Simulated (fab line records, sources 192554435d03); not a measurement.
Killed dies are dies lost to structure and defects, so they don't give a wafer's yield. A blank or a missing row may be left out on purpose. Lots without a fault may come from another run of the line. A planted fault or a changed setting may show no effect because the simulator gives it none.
Which tool did it? | flow n5_finfet | 24 lots, 72 wafers sampled, at 5 steps of a route of 1938

WHAT THE GAUGES READ, wafer by wafer
N5_BEOL_M7_INSPECT_58: inspects for defects (darkfield).
lot  | measured     | on                | raw_defect_count
L074 | day 9 11:47  | defect_inspect-02 | 44 56 87
L076 | day 9 17:29  | defect_inspect-02 | 36 84 50
L075 | day 10 00:10 | defect_inspect-02 | 123 144 76
L077 | day 10 01:37 | defect_inspect-02 | 65 30 60
L078 | day 10 06:09 | defect_inspect-02 | 84 67 47
L079 | day 10 16:26 | defect_inspect-02 | 60 118 90
L080 | day 10 20:42 | defect_inspect-02 | 108 68 85
L081 | day 11 08:29 | defect_inspect-02 | 53 120 106
L083 | day 11 11:52 | defect_inspect-02 | 112 91 59
L082 | day 11 19:59 | defect_inspect-02 | 82 84 81
L084 | day 11 20:16 | defect_inspect-02 | 61 48 53
L085 | day 12 18:47 | defect_inspect-01 | 40 57 49
L088 | day 12 18:31 | defect_inspect-02 | 68 78 44
L086 | day 12 20:28 | defect_inspect-02 | 101 71 84
L087 | day 12 21:54 | defect_inspect-02 | 101 63 63
L091 | day 12 22:32 | defect_inspect-02 | 58 31 32
L090 | day 13 03:21 | defect_inspect-02 | 53 74 48
L089 | day 13 06:38 | defect_inspect-02 | 43 33 29
L092 | day 14 00:50 | defect_inspect-02 | 89 64 59
L093 | day 14 07:46 | defect_inspect-02 | 60 65 50
L094 | day 14 05:57 | defect_inspect-02 | 112 63 118
L095 | day 14 11:44 | defect_inspect-02 | 79 58 60
L097 | day 15 03:16 | defect_inspect-01 | 68 65 51
L096 | day 15 04:08 | defect_inspect-02 | 68 79 80

N5_BEOL_M8_OVL_MEAS_12.
lot  | measured     | on         | M8_OVL (nm)
L074 | day 9 13:54  | overlay-01 | -2.0 0.1 0.0
L076 | day 9 21:14  | overlay-01 | -1.3 -0.7 -1.1
L075 | day 10 02:08 | overlay-02 | -0.8 -1.2 -1.0
L077 | day 10 04:10 | overlay-02 | -1.6 -1.4 -0.3
L078 | day 10 08:37 | overlay-02 | -1.8 -1.8 -1.7
L079 | day 10 17:53 | overlay-02 | 0.9 1.7 1.0
L080 | day 10 22:29 | overlay-02 | 0.2 -0.3 -0.3
L081 | day 11 11:03 | overlay-02 | -0.4 -0.2 0.3
L083 | day 11 14:08 | overlay-01 | 0.3 -0.5 0.4
L082 | day 11 21:43 | overlay-01 | -1.7 -0.5 -0.2
L084 | day 12 00:51 | overlay-02 | -1.4 -1.1 -1.7
L085 | day 12 20:41 | overlay-02 | 0.4 -0.2 -1.3
L088 | day 12 20:28 | overlay-01 | -2.1 -0.5 -1.0
L086 | day 12 22:06 | overlay-02 | 0.5 0.5 0.4
L087 | day 13 00:15 | overlay-01 | -0.5 -1.6 -0.2
L091 | day 13 00:25 | overlay-02 | -1.3 0.1 -0.9
L090 | day 13 05:22 | overlay-01 | -0.7 -0.1 0.3
L089 | day 13 08:54 | overlay-02 | -1.1 -2.4 -1.4
L092 | day 14 03:56 | overlay-01 | -0.7 -0.1 0.6
L093 | day 14 10:04 | overlay-01 | -0.4 0.2 -0.4
L094 | day 14 07:49 | overlay-02 | -0.7 -1.1 -1.9
L095 | day 14 13:01 | overlay-02 | -0.3 -0.4 -1.2
L097 | day 15 06:06 | overlay-02 | -0.4 -1.5 -0.5
L096 | day 15 06:20 | overlay-02 | -0.8 0.1 -0.7

WHICH TOOL RAN EACH LOT (tool, then ch and the chambers of the sampled wafers, then the start)
lot  | N5_BEOL_M6_ALD_77                   | N5_BEOL_M6_SPUTTER_48        | N5_BEOL_M7_STRIP_80
L074 | ald_metal-04 ch 0,2,3, day 9 01:55  | pvd_sputter-02, day 9 03:58  | rie_diel-05 ch 0,1, day 9 11:47 or earlier
L076 | ald_metal-04 ch 0,1,3, day 9 04:29  | pvd_sputter-01, day 9 05:04  | rie_diel-05 ch 0,1,3, day 9 17:29 or earlier
L075 | ald_metal-04 ch 0,1,3, day 9 14:02  | pvd_sputter-01, day 9 14:40  | rie_diel-04 ch 0,1,3, day 10 00:10 or earlier
L077 | ald_metal-01 ch 1,2,3, day 9 15:52  | pvd_sputter-03, day 9 17:32  | rie_diel-01 ch 1,2,3, day 10 01:37 or earlier
L078 | ald_metal-04 ch 0,3, day 9 21:38    | pvd_sputter-02, day 9 22:12  | rie_diel-01 ch 1,2,3, day 10 06:09 or earlier
L079 | ald_metal-04 ch 0,2,3, day 10 06:17 | pvd_sputter-03, day 10 07:59 | rie_diel-05 ch 0,2,3, day 10 16:26 or earlier
L080 | ald_metal-01 ch 1,2,3, day 10 08:54 | pvd_sputter-03, day 10 11:00 | rie_diel-05 ch 0,1, day 10 20:42 or earlier
L081 | ald_metal-01 ch 0,2,3, day 10 22:04 | pvd_sputter-03, day 10 23:04 | rie_diel-04 ch 1,2, day 11 08:29 or earlier
L083 | ald_metal-03 ch 0,3, day 11 02:41   | pvd_sputter-03, day 11 03:29 | rie_diel-05 ch 0,2,3, day 11 11:52 or earlier
L082 | ald_metal-03 ch 0,1,3, day 11 08:07 | pvd_sputter-01, day 11 10:13 | rie_diel-04 ch 0,1,3, day 11 19:59 or earlier
L084 | ald_metal-04 ch 0,1,2, day 11 10:09 | pvd_sputter-01, day 11 10:39 | rie_diel-01 ch 0,1, day 11 20:16 or earlier
L085 | ald_metal-04 ch 0,1,2, day 12 04:54 | pvd_sputter-02, day 12 06:44 | rie_diel-01 ch 0,1,2, day 12 18:47 or earlier
L088 | ald_metal-04 ch 0,2, day 12 07:34   | pvd_sputter-01, day 12 08:11 | rie_diel-04 ch 0,2,3, day 12 18:31 or earlier
L086 | ald_metal-03 ch 2,3, day 12 11:44   | pvd_sputter-02, day 12 13:18 | rie_diel-05 ch 1,2, day 12 20:28 or earlier
L087 | ald_metal-03 ch 0,1,3, day 12 12:19 | pvd_sputter-02, day 12 13:58 | rie_diel-01 ch 2,3, day 12 21:54 or earlier
L091 | ald_metal-04 ch 0,2,3, day 12 14:42 | pvd_sputter-03, day 12 15:10 | rie_diel-05 ch 1,2, day 12 22:32 or earlier
L090 | ald_metal-01 ch 0,3, day 12 18:34   | pvd_sputter-02, day 12 19:26 | rie_diel-01 ch 0,1,3, day 13 03:21 or earlier
L089 | ald_metal-04 ch 1,3, day 12 18:47   | pvd_sputter-02, day 12 19:35 | rie_diel-05 ch 1,2, day 13 06:38 or earlier
L092 | ald_metal-03 ch 0,3, day 13 11:36   | pvd_sputter-03, day 13 13:58 | rie_diel-04 ch 1,2,3, day 14 00:50 or earlier
L093 | ald_metal-04 ch 0,3, day 13 18:58   | pvd_sputter-01, day 13 21:04 | rie_diel-01 ch 0,1,3, day 14 07:46 or earlier
L094 | ald_metal-04 ch 0,1,2, day 13 20:59 | pvd_sputter-03, day 13 21:28 | rie_diel-01 ch 1,2,3, day 14 05:57 or earlier
L095 | ald_metal-01 ch 0,3, day 13 22:22   | pvd_sputter-01, day 14 00:11 | rie_diel-01 ch 1,2,3, day 14 11:44 or earlier
L097 | ald_metal-01 ch 1,2,3, day 14 17:29 | pvd_sputter-01, day 14 18:08 | rie_diel-04 ch 0,1, day 15 03:16 or earlier
L096 | ald_metal-04 ch 0,2,3, day 14 18:38 | pvd_sputter-03, day 14 20:38 | rie_diel-05 ch 0,2,3, day 15 04:08 or earlier
- N5_BEOL_M6_ALD_77: deposits TaN, target thk 2 nm, pulse time 2 s, purge time 3 s.
- N5_BEOL_M6_SPUTTER_48: material Cu, target thk 10 nm, time 1.667 s.
- N5_BEOL_M7_STRIP_80: strips in N2/H2, time 10 s.

WHAT THE TOOLS THEMSELVES READ (means of the sampled wafers that have a number; where no wafer has one, the mark that the record gives instead)
N5_BEOL_M6_ALD_77.
lot  | tool         | heater_power_w (W) | mfc_carrier_sccm (sccm)
L074 | ald_metal-04 | 421                | 1503
L076 | ald_metal-04 | 437                | 1502
L075 | ald_metal-04 | 432                | 1498
L077 | ald_metal-01 | 414                | 1497
L078 | ald_metal-04 | 414                | 1503
L079 | ald_metal-04 | 418                | 1499
L080 | ald_metal-01 | 409                | 1498
L081 | ald_metal-01 | 421                | 1500
L083 | ald_metal-03 | 421                | 1503
L082 | ald_metal-03 | 422                | 1501
L084 | ald_metal-04 | 439                | 1497
L085 | ald_metal-04 | 432                | 1501
L088 | ald_metal-04 | 455                | 1499
L086 | ald_metal-03 | 399                | 1504
L087 | ald_metal-03 | 421                | 1502
L091 | ald_metal-04 | 420                | 1502
L090 | ald_metal-01 | 399                | 1504
L089 | ald_metal-04 | 413                | 1500
L092 | ald_metal-03 | 422                | 1502
L093 | ald_metal-04 | 449                | 1496
L094 | ald_metal-04 | 437                | 1500
L095 | ald_metal-01 | 422                | 1500
L097 | ald_metal-01 | 415                | 1493
L096 | ald_metal-04 | 413                | 1499

N5_BEOL_M6_SPUTTER_48.
lot  | tool           | bias_v (V) | throttle_valve_pct (%)
L074 | pvd_sputter-02 | 60.3       | 30.3
L076 | pvd_sputter-01 | 59.9       | 30.4
L075 | pvd_sputter-01 | 60.0       | 29.9
L077 | pvd_sputter-03 | 60.4       | 29.7
L078 | pvd_sputter-02 | 60.1       | 30.2
L079 | pvd_sputter-03 | 59.7       | 30.4
L080 | pvd_sputter-03 | 60.4       | 30.5
L081 | pvd_sputter-03 | 60.0       | 29.8
L083 | pvd_sputter-03 | 60.8       | 29.9
L082 | pvd_sputter-01 | 60.9       | 29.8
L084 | pvd_sputter-01 | 60.5       | 30.5
L085 | pvd_sputter-02 | 60.4       | 30.0
L088 | pvd_sputter-01 | 60.2       | 30.2
L086 | pvd_sputter-02 | 60.3       | 30.3
L087 | pvd_sputter-02 | 60.5       | 30.7
L091 | pvd_sputter-03 | 59.7       | 30.0
L090 | pvd_sputter-02 | 59.8       | 30.1
L089 | pvd_sputter-02 | 59.6       | 29.8
L092 | pvd_sputter-03 | 60.2       | 29.7
L093 | pvd_sputter-01 | 60.0       | 30.2
L094 | pvd_sputter-03 | 61.0       | 29.9
L095 | pvd_sputter-01 | 60.2       | 30.1
L097 | pvd_sputter-01 | 59.9       | 30.1
L096 | pvd_sputter-03 | 59.6       | 30.0

N5_BEOL_M7_STRIP_80.
lot  | tool        | drypump_motor_current_A (A) | oes_product_au (a.u.) | rf_vpp_V (V) | showerhead_plenum_p_Torr (Torr) | throttle_valve_pct (%)
L074 | rie_diel-05 | 6.0                         | 0.88                  | 59.5         | 2.55                            | 23.74
L076 | rie_diel-05 | 6.1                         | 0.81                  | 58.7         | 2.55                            | 23.70
L075 | rie_diel-04 | 5.6                         | 0.84                  | 59.6         | 2.63                            | 23.46
L077 | rie_diel-01 | 5.8                         | 0.79                  | 59.3         | 2.48                            | 23.53
L078 | rie_diel-01 | 5.8                         | 0.79                  | 58.1         | 2.48                            | 23.53
L079 | rie_diel-05 | 5.8                         | 0.80                  | 59.1         | 2.59                            | 23.83
L080 | rie_diel-05 | 6.0                         | 0.86                  | 60.3         | 2.54                            | 23.75
L081 | rie_diel-04 | 5.7                         | 0.86                  | 59.5         | 2.69                            | 23.28
L083 | rie_diel-05 | 5.8                         | 0.79                  | 59.3         | 2.59                            | 23.82
L082 | rie_diel-04 | 5.5                         | 0.82                  | 59.2         | 2.62                            | 23.48
L084 | rie_diel-01 | 6.2                         | 0.79                  | 58.8         | 2.51                            | 23.66
L085 | rie_diel-01 | 5.9                         | 0.76                  | 59.4         | 2.50                            | 23.70
L088 | rie_diel-04 | 5.5                         | 0.84                  | 59.5         | 2.62                            | 23.25
L086 | rie_diel-05 | 5.9                         | 0.76                  | 59.0         | 2.47                            | 23.74
L087 | rie_diel-01 | 5.4                         | 0.76                  | 59.8         | 2.46                            | 23.61
L091 | rie_diel-05 | 5.6                         | 0.76                  | 58.4         | 2.52                            | 23.85
L090 | rie_diel-01 | 6.1                         | 0.75                  | 58.9         | 2.53                            | 23.54
L089 | rie_diel-05 | 5.6                         | 0.76                  | 60.1         | 2.52                            | 23.85
L092 | rie_diel-04 | 5.7                         | 0.85                  | 59.4         | 2.68                            | 23.42
L093 | rie_diel-01 | 6.2                         | 0.74                  | 58.9         | 2.53                            | 23.54
L094 | rie_diel-01 | 5.8                         | 0.76                  | 59.2         | 2.47                            | 23.57
L095 | rie_diel-01 | 5.8                         | 0.76                  | 59.2         | 2.47                            | 23.58
L097 | rie_diel-04 | 5.6                         | 0.78                  | 59.2         | 2.61                            | 23.64
L096 | rie_diel-05 | 5.8                         | 0.86                  | 59.0         | 2.58                            | 23.73

THE ANSWER, worked out from the rows above alone
Rule: what is usual is taken from the lots themselves. Put in order of their means at a reading, lots are off if they are a third of the lots or fewer, leave a main group of 4 or more, and stand apart from it by a gap of 3 or more times the standard deviation of the main group's means; of several such gaps the widest counts. A main group whose means are all the same, to the digits that the tables above print for the reading, isn't used. A lot without any number at a reading at which 4 lots or more have one is off too. The other lots that the step has rows for count as sound. The gauges are gone through in route order, then the tools' own readings, and for those a lot's mean is taken as printed above. The first step at which some lot is off is used, and at that step the reading that is off furthest; a lot without a number counts as furthest.
No lot is off at any reading shown: from this, nothing can be told.

WHAT THE SIMULATOR HAD PUT IN
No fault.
